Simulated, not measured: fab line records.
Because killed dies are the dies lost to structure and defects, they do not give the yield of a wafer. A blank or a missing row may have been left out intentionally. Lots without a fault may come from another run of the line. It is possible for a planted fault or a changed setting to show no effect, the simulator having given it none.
Matching of chambers || flow n5-finfet || N5_FIN_SAQP_ETCH_67 on rie-diel-05 has 4 sister chambers
The step etches SiNx in CH3F/O2, target depth 30 nm. 14 wafers are shown with their chamber, then 7 later ones without.

== WAFERS, EACH WITH ITS CHAMBER ==
{"wafer": "L074.2", "chamber": 3, "showerhead-plenum-p-Torr (Torr)": 2.13, "rf-vpp-V (V)": 299, "drypump-motor-current-A (A)": 5.9}
{"wafer": "L074.3", "chamber": 2, "showerhead-plenum-p-Torr (Torr)": 1.93, "rf-vpp-V (V)": 301, "drypump-motor-current-A (A)": 6.3}
{"wafer": "L074.5", "chamber": 3, "showerhead-plenum-p-Torr (Torr)": 2.13, "rf-vpp-V (V)": 298, "drypump-motor-current-A (A)": 5.9}
{"wafer": "L082.1", "chamber": 0, "showerhead-plenum-p-Torr (Torr)": 1.95, "rf-vpp-V (V)": 302, "drypump-motor-current-A (A)": 5.8}
{"wafer": "L082.4", "chamber": 3, "showerhead-plenum-p-Torr (Torr)": 2.13, "rf-vpp-V (V)": 299, "drypump-motor-current-A (A)": 6.0}
{"wafer": "L082.6", "chamber": 3, "showerhead-plenum-p-Torr (Torr)": 2.13, "rf-vpp-V (V)": 298, "drypump-motor-current-A (A)": 5.9}
{"wafer": "L085.1", "chamber": 1, "showerhead-plenum-p-Torr (Torr)": 1.88, "rf-vpp-V (V)": 314, "drypump-motor-current-A (A)": 6.5}
{"wafer": "L085.4", "chamber": 0, "showerhead-plenum-p-Torr (Torr)": 1.95, "rf-vpp-V (V)": 301, "drypump-motor-current-A (A)": 5.8}
{"wafer": "L085.5", "chamber": 2, "showerhead-plenum-p-Torr (Torr)": 1.92, "rf-vpp-V (V)": 301, "drypump-motor-current-A (A)": 6.2}
{"wafer": "L090.1", "chamber": 0, "showerhead-plenum-p-Torr (Torr)": 1.94, "rf-vpp-V (V)": 302, "drypump-motor-current-A (A)": 5.8}
{"wafer": "L090.4", "chamber": 3, "showerhead-plenum-p-Torr (Torr)": 2.12, "rf-vpp-V (V)": 298, "drypump-motor-current-A (A)": 6.0}
{"wafer": "L090.5", "chamber": 0, "showerhead-plenum-p-Torr (Torr)": 1.94, "rf-vpp-V (V)": 301, "drypump-motor-current-A (A)": 5.8}
{"wafer": "L091.2", "chamber": 1, "showerhead-plenum-p-Torr (Torr)": 1.87, "rf-vpp-V (V)": 314, "drypump-motor-current-A (A)": 6.5}
{"wafer": "L091.3", "chamber": 2, "showerhead-plenum-p-Torr (Torr)": 1.92, "rf-vpp-V (V)": 299, "drypump-motor-current-A (A)": 6.3}

SIGNATURES, as means of the wafers listed above
{"reading": "showerhead-plenum-p-Torr", "chamber 0": 1.9450, "chamber 1": 1.8750, "chamber 2": 1.9233, "chamber 3": 2.1280, "scatter within a chamber": 0.00545}
{"reading": "rf-vpp-V", "chamber 0": 301.50, "chamber 1": 314.00, "chamber 2": 300.33, "chamber 3": 298.40, "scatter within a chamber": 0.698}
{"reading": "drypump-motor-current-A", "chamber 0": 5.800, "chamber 1": 6.500, "chamber 2": 6.267, "chamber 3": 5.940, "scatter within a chamber": 0.0432}
Rule: a wafer lies at a distance from a chamber equal to the root of the sum of squares, over the readings, of (its reading less the chamber's mean, divided by the reading's scatter). The wafer belongs to the nearest chamber; if the next one is less than 2 further off, it can't be placed. How the scatter is found: for the shown wafers, subtract from each reading the mean of its chamber, square and add these, divide the total by (wafers less chambers), then take the root.

== WAFERS WHOSE CHAMBER IS MISSING ==
{"wafer": "L091.5", "showerhead-plenum-p-Torr (Torr)": 1.87, "rf-vpp-V (V)": 314, "drypump-motor-current-A (A)": 6.5}
{"wafer": "L095.2", "showerhead-plenum-p-Torr (Torr)": 1.87, "rf-vpp-V (V)": 312, "drypump-motor-current-A (A)": 6.5}
{"wafer": "L095.3", "showerhead-plenum-p-Torr (Torr)": 2.12, "rf-vpp-V (V)": 298, "drypump-motor-current-A (A)": 5.9}
{"wafer": "L095.4", "showerhead-plenum-p-Torr (Torr)": 2.12, "rf-vpp-V (V)": 297, "drypump-motor-current-A (A)": 6.0}
{"wafer": "L096.2", "showerhead-plenum-p-Torr (Torr)": 1.94, "rf-vpp-V (V)": 300, "drypump-motor-current-A (A)": 5.8}
{"wafer": "L096.3", "showerhead-plenum-p-Torr (Torr)": 2.12, "rf-vpp-V (V)": 299, "drypump-motor-current-A (A)": 5.9}
{"wafer": "L096.6", "showerhead-plenum-p-Torr (Torr)": 1.87, "rf-vpp-V (V)": 315, "drypump-motor-current-A (A)": 6.5}

== THE CHAMBER EACH PASSED THROUGH ==
{"wafer": "L091.5", "from the rows above": 1, "in truth": 1}
{"wafer": "L095.2", "from the rows above": 1, "in truth": 1}
{"wafer": "L095.3", "from the rows above": 3, "in truth": 3}
{"wafer": "L095.4", "from the rows above": 3, "in truth": 3}
{"wafer": "L096.2", "from the rows above": 0, "in truth": 0}
{"wafer": "L096.3", "from the rows above": 3, "in truth": 3}
{"wafer": "L096.6", "from the rows above": 1, "in truth": 1}
7 of 7 placed correctly. Can't be placed from these rows: 0. Number placed wrongly: 0.
